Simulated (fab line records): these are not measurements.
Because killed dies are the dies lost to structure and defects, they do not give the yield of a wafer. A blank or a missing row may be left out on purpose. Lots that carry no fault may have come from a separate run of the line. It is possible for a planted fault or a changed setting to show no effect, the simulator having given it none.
Struck lot and sound lot, side by side | flow nand harc | 25 out of 1159 route steps
Sound: wafers L574.3, L574.5, L574.6. Struck: wafer L570.5 (left out: L570.3, L570.6 of the same lot, which were not struck); the cause appears at the end.
Each step with rows lists, per side, the tool, then ch with its chambers, then its first start. Under that, the readings that differ: sound wafers | struck wafers | difference of the means | sigmas: that difference in standard deviations of wafers without a fault.
alike: words and numbers the same on both sides, and readings whose means are apart by under 2 such deviations; not compared: readings that were withheld, readings missing a value for some wafer, numbers with overlapping values and no deviation given by the record, and bounds like >300 which may hide the same value.
The two part at a step that has a row with sigmas, a row that says differs or no value, or rows on one side only. Numbers that don't overlap but have no deviation are shown without sigmas and don't part them. A reading missing from all wafers of one side parts the sides only when that side holds two or more wafers.

first, 1 step without rows for these wafers: NHARC_P_M1_SRD_25.
NHARC_P_M1_INSPECT_27:
  sound on defect inspect-01 at day 9 12:20; struck on defect inspect-01 at day 8 11:38
  alike: raw defect count
NHARC_P_M1_PRE_CLEAN_32: time 12 s.
  sound on pecvd-03 ch 0,2, day 9 12:48; struck on pecvd-02 ch 0, day 8 11:43
  alike: heater power outer w, heater power w
NHARC_P_M1_DEP_33: deposits SiCN, target thk 30 nm.
  sound on pecvd-03 ch 0,2, day 9 12:56; struck on pecvd-02 ch 0, day 8 11:52
  alike: heater power outer w, heater power w
then, 7 steps without rows for these wafers: NHARC_P_M2_DEP_00 (deposits SiOC, target thk 182.5 nm); NHARC_P_M2_DEHYDRATE_01 (time 120 s); NHARC_P_M2_HMDS_02 (time 30 s); NHARC_P_M2_COAT_34 (time 65 s); NHARC_P_M2_COAT_03 (resist thk 90 nm); NHARC_P_M2_SOFTBAKE_04 (time 55 s); NHARC_P_M2_EBR_05.
NHARC_P_M2_EXPOSE_06: exposes mask P M2, target cd 170 nm.
  sound on arfi scanner-03 ch 0, day 9 13:58; struck on arfi scanner-02 ch 0, day 8 12:55
  alike: mask, reticle temp C
then, 2 steps without rows for these wafers: NHARC_P_M2_PEB_07 (peb time 65 s); NHARC_P_M2_DEVELOP_08 (develop time 35 s).
NHARC_P_M2_CD_MEAS_09: the cd target is 170 nm.
  sound on cd sem-01 ch 0, day 9 14:07; struck on cd sem-01 ch 0, day 8 13:03
  reading    | sound             | struck | difference | sigmas
  cd nm (nm) | 169.3 169.6 169.7 | 180.8  | +11.3      | +23
NHARC_P_M2_OVL_MEAS_10: pitch 340 nm.
  sound on overlay-02 at day 9 14:11; struck on overlay-01 at day 8 13:08
  alike: overlay x nm, overlay y nm
NHARC_P_M2_INSPECT_11:
  sound on defect inspect-01 at day 9 14:14; struck on defect inspect-02 at day 8 13:11
  alike: raw defect count
NHARC_P_M2_DESCUM_14: chemistry O2, time 3 s.
  sound on rie diel-10 ch 0,1,3, day 9 14:19; struck on rie diel-05 ch 1, day 8 13:19
  reading               | sound           | struck | difference | sigmas
  model.P_M2.cd nm (nm) | 169.3 170.2 170 | 181.3  | +11.5      |
  alike: drypump motor current A, oes product au, rf vpp V, showerhead plenum p Torr, throttle valve pct
  not compared: rf hours counter h
NHARC_P_M2_ETCH_35: etches the open film in N2/H2, target depth 40 nm, overetch 12 nm, time 43.94 s.
  sound on rie diel-10 ch 0,1,2, day 9 14:23; struck on rie diel-05 ch 3, day 8 13:25
  alike: drypump motor current A, oes product au, rf vpp V, showerhead plenum p Torr, throttle valve pct
  not compared: rf hours counter h
NHARC_P_M2_ETCH_15: etches the open film in C4F8/Ar, target depth 182.5 nm, time 91.2 s.
  sound: rie diel-10 ch 0,1,3; struck: rie diel-05 ch 2
  alike: oes product au, rf vpp V
  not compared: rf hours counter h
NHARC_P_M2_CD_MEAS_16:
  sound on cd sem-03 at day 9 14:36; struck on cd sem-01 at day 8 13:39
  reading    | sound             | struck | difference | sigmas
  cd nm (nm) | 169.3 170.4 170.1 | 180.8  | +10.9      | +16
NHARC_P_M2_STRIP_18: strips in N2/H2.
  sound on rie diel-10 ch 0,2,3, day 9 14:46; struck on rie diel-08 ch 3, day 8 13:50
  reading                | sound                | struck | difference | sigmas
  throttle valve pct (%) | 14.167 14.174 14.183 | 14.154 | -0.021     | -2
  alike: drypump motor current A, oes product au, rf vpp V, showerhead plenum p Torr
  not compared: rf hours counter h
NHARC_P_M2_ETCH_28: etches the open film in CF4/N2, target depth 30 nm, time 72.99 s.
  sound: rie diel-10 ch 0,1; struck: rie diel-08 ch 2
  reading               | sound           | struck | difference | sigmas
  model.P_M2.cd nm (nm) | 169 169.9 170.3 | 180.8  | +11.1      |
  alike: drypump motor current A, oes product au, rf vpp V, showerhead plenum p Torr, throttle valve pct
  not compared: rf hours counter h
then, 1 step without rows for these wafers: NHARC_P_M2_STRIP_19 (strips in post etch residue remover, time 600 s).
-- record jumps: 13 days between struck wafers' starts before vs after; left off in module P_M2, resumes in module END, first step shown is number 1159 of the route --
NHARC_END_SORT_01:
  sound on prober-02 ch 0, day 22 00:26; struck on prober-02 ch 0, day 21 17:13
  reading                | sound          | struck | difference | sigmas
  sort rim yield pct (%) | 97.2 97.2 98.1 | 89.6   | -7.9       | -3
  alike: defect limited yield, killed at array, killed at other, killed at periphery, killed dies, killed open, killed short, sort_bin_2_pct, sort_bin_3_pct, sort_bin_4_pct, sort n pass, sort yield pct

== WHERE THEY PART ==
At NHARC_P_M2_CD_MEAS_09 first; at NHARC_END_SORT_01 last (within this record only).

WHY: the cause the simulator had injected
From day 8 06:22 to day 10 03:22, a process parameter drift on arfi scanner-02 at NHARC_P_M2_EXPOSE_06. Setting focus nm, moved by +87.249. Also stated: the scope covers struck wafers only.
